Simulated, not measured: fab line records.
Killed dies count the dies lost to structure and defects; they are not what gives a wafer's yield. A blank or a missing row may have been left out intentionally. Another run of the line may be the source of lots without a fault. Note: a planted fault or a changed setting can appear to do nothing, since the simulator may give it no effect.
Which of the tools did it? + flow nand harc + Sampling: 14 lots, 42 wafers, 5 of 1302 route steps

WHAT THE GAUGES READ, wafer by wafer
NHARC_A_M1_CD_MEAS_09: the cd target is 120 nm. Usual: 119.9 nm for cd nm, sd 0.53.
| lot  | measured     | on        | cd nm (nm)        | flag |
|------|--------------|-----------|-------------------|------|
| L967 | day 22 18:56 | cd sem-02 | 120.2 120.2 120.2 |      |
| L968 | day 23 08:24 | cd sem-02 | 119.9 119.8 119.8 |      |
| L969 | day 23 08:50 | cd sem-02 | 120.0 119.7 120.6 |      |
| L971 | day 24 03:05 | cd sem-03 | 119.7 119.9 121.1 |      |
| L972 | day 24 10:26 | cd sem-03 | 120.7 120.4 120.3 |      |
| L973 | day 25 10:33 | cd sem-01 | 119.7 120.1 120.0 |      |
| L975 | day 27 03:40 | cd sem-03 | 120.5 119.7 119.6 |      |
| L979 | day 28 12:58 | cd sem-01 | 120.4 119.9 119.8 |      |
| L982 | day 29 09:41 | cd sem-02 | 119.7 119.6 119.6 |      |
| L985 | day 30 10:17 | cd sem-02 | 119.8 119.6 119.4 |      |
| L987 | day 30 20:22 | cd sem-03 | 119.8 120.1 120.0 |      |
| L988 | day 31 10:35 | cd sem-01 | 120.1 118.7 119.5 |      |
| L990 | day 32 16:14 | cd sem-02 | 120.4 119.6 119.0 |      |
| L989 | day 33 05:20 | cd sem-01 | 120.1 120.0 120.7 |      |

NHARC_A_M1_CD_MEAS_16. Usual: 119.9 nm for cd nm, sd 0.85.
| lot  | measured     | on        | cd nm (nm)        | flag |
|------|--------------|-----------|-------------------|------|
| L967 | day 22 19:26 | cd sem-02 | 119.9 119.1 120.1 |      |
| L968 | day 23 08:56 | cd sem-01 | 119.1 118.9 119.4 |      |
| L969 | day 23 09:19 | cd sem-03 | 120.3 120.1 121.3 |      |
| L971 | day 24 03:34 | cd sem-02 | 120.1 119.5 121.1 |      |
| L972 | day 24 10:55 | cd sem-03 | 119.7 120.3 120.7 |      |
| L973 | day 25 11:02 | cd sem-02 | 120.1 119.4 119.6 |      |
| L975 | day 27 04:09 | cd sem-01 | 120.8 120.0 120.2 |      |
| L979 | day 28 13:27 | cd sem-01 | 121.0 119.0 120.1 |      |
| L982 | day 29 10:10 | cd sem-02 | 119.9 118.8 119.3 |      |
| L985 | day 30 10:48 | cd sem-01 | 120.6 119.7 119.2 |      |
| L987 | day 30 20:51 | cd sem-01 | 121.1 119.7 119.9 |      |
| L988 | day 31 11:04 | cd sem-01 | 120.5 116.7 120.7 |      |
| L990 | day 32 16:46 | cd sem-01 | 119.4 120.3 118.7 |      |
| L989 | day 33 05:50 | cd sem-02 | 120.4 119.4 119.5 |      |

NHARC_END_SORT_01. Usual: for defect limited yield, 89.8 % with a standard deviation of 2.4; for killed at array, 64 with a standard deviation of 16; for killed at other, 1.0 with a standard deviation of 1.1; for killed at periphery, 3.5 with a standard deviation of 2.3; for killed dies, 69 with a standard deviation of 17; for killed open, 3.2 with a standard deviation of 1.6; for killed short, 2.4 with a standard deviation of 1.6.
| lot  | measured     | on        | defect limited yield (%) | killed at array | killed at other | killed at periphery | killed dies | killed open | killed short | flag |
|------|--------------|-----------|--------------------------|-----------------|-----------------|---------------------|-------------|-------------|--------------|------|
| L975 | day 28 16:53 | prober-01 | 90.0 0 91.9              | 64 675 50       | 1 0 3           | 3 2 2               | 68 677 55   | 5 4 4       | 1 2 0        | OFF  |
| L979 | day 30 03:11 | prober-01 | 93.1 0 91.7              | 44 673 51       | 2 1 1           | 1 3 4               | 47 677 56   | 2 7 3       | 1 2 1        | OFF  |

EACH LOT AND THE TOOL THAT RAN IT (in order: tool; ch and the chambers of the sampled wafers; start)
| lot  | NHARC_A_M1_PVD_21            | NHARC_A_BONDPAD_PRE_CLEAN_26            |
|------|------------------------------|-----------------------------------------|
| L967 | pvd sputter-02, day 22 20:24 | pvd sputter-01, no start                |
| L968 | pvd sputter-01, day 23 09:57 | pvd sputter-02, no start                |
| L969 | pvd sputter-02, day 23 10:16 | pvd sputter-01, no start                |
| L971 | pvd sputter-03, day 24 04:30 | pvd sputter-03, no start                |
| L972 | pvd sputter-03, day 24 11:53 | pvd sputter-01, no start                |
| L973 | pvd sputter-02, day 25 11:58 | pvd sputter-01, no start                |
| L975 | pvd sputter-03, day 27 05:05 | pvd sputter-01, day 28 16:53 or earlier |
| L979 | pvd sputter-03, day 28 14:25 | pvd sputter-02, day 30 03:11 or earlier |
| L982 | pvd sputter-01, day 29 11:08 | pvd sputter-01, no start                |
| L985 | pvd sputter-01, day 30 16:49 | pvd sputter-02, no start                |
| L987 | pvd sputter-01, day 30 21:55 | pvd sputter-03, no start                |
| L988 | pvd sputter-02, day 31 12:01 | pvd sputter-03, no start                |
| L990 | pvd sputter-02, day 32 17:42 | pvd sputter-03, no start                |
| L989 | pvd sputter-01, day 33 06:46 | pvd sputter-01, no start                |
- NHARC_A_M1_PVD_21: deposits Cu, target thk 30 nm, time 20.49 s.
- NHARC_A_BONDPAD_PRE_CLEAN_26: time 30 s.

AS READ BY THE TOOLS THEMSELVES (means over the sampled wafers that have a number; for cases with no such wafer, the mark the record gives instead)
NHARC_A_M1_PVD_21. Usual: 29.7 % for throttle valve pct, sd 0.97.
| lot  | tool           | throttle valve pct (%) | flag |
|------|----------------|------------------------|------|
| L967 | pvd sputter-02 | 28.3                   |      |
| L968 | pvd sputter-01 | 30.0                   |      |
| L969 | pvd sputter-02 | 29.7                   |      |
| L971 | pvd sputter-03 | 29.8                   |      |
| L972 | pvd sputter-03 | 29.5                   |      |
| L973 | pvd sputter-02 | 31.0                   |      |
| L975 | pvd sputter-03 | 30.2                   |      |
| L979 | pvd sputter-03 | 30.0                   |      |
| L982 | pvd sputter-01 | 29.2                   |      |
| L985 | pvd sputter-01 | 29.3                   |      |
| L987 | pvd sputter-01 | 29.8                   |      |
| L988 | pvd sputter-02 | 30.0                   |      |
| L990 | pvd sputter-02 | 30.4                   |      |
| L989 | pvd sputter-01 | 30.0                   |      |

NHARC_A_BONDPAD_PRE_CLEAN_26. Usual: 438 W for heater power w, sd 45.
| lot  | tool           | heater power w (W) | flag |
|------|----------------|--------------------|------|
| L967 | pvd sputter-01 | 441                |      |
| L968 | pvd sputter-02 | 459                |      |
| L969 | pvd sputter-01 | 449                |      |
| L971 | pvd sputter-03 | 433                |      |
| L972 | pvd sputter-01 | 481                |      |
| L973 | pvd sputter-01 | 475                |      |
| L975 | pvd sputter-01 | 488                |      |
| L979 | pvd sputter-02 | 452                |      |
| L982 | pvd sputter-01 | 468                |      |
| L985 | pvd sputter-02 | 426                |      |
| L987 | pvd sputter-03 | 397                |      |
| L988 | pvd sputter-03 | 397                |      |
| L990 | pvd sputter-03 | 406                |      |
| L989 | pvd sputter-01 | 439                |      |

THE ANSWER, worked out from the rows above alone
Rule: take the mean of a lot's wafers that have a number; if it is more than 3 standard deviations from the usual mean, the lot is off. A lot without any number at a reading at which 4 lots or more have one is off too. Where the step has rows for the other lots, those lots are counted as sound. The gauges are gone through in route order, then the tools' own readings, and for those a lot's mean is taken as printed above. At the first step where some lot is off, the reading lying furthest off is the one used; lots without a number count as furthest.
Off: L975, L979 (NHARC_END_SORT_01, killed at array). Neither off nor sound, because the step has no rows for them: L967, L968, L969, L971, L972, L973, L982, L985, L987, L988, L990, L989.
A tool fits if, at a process step before that reading, it ran every lot that is off, and no sound lot after the first of them. Gauges at NHARC_END_SORT_01: tried the same way as those tools. NHARC_A_BONDPAD_PRE_CLEAN_26 gives no start for some lots, so the hours and the order of its lots are those of NHARC_END_SORT_01. Can't be told from this: 2 tools fit, pvd sputter-03 at NHARC_A_M1_PVD_21, prober-01 at NHARC_END_SORT_01.

WHAT WAS PUT IN BY THE SIMULATOR
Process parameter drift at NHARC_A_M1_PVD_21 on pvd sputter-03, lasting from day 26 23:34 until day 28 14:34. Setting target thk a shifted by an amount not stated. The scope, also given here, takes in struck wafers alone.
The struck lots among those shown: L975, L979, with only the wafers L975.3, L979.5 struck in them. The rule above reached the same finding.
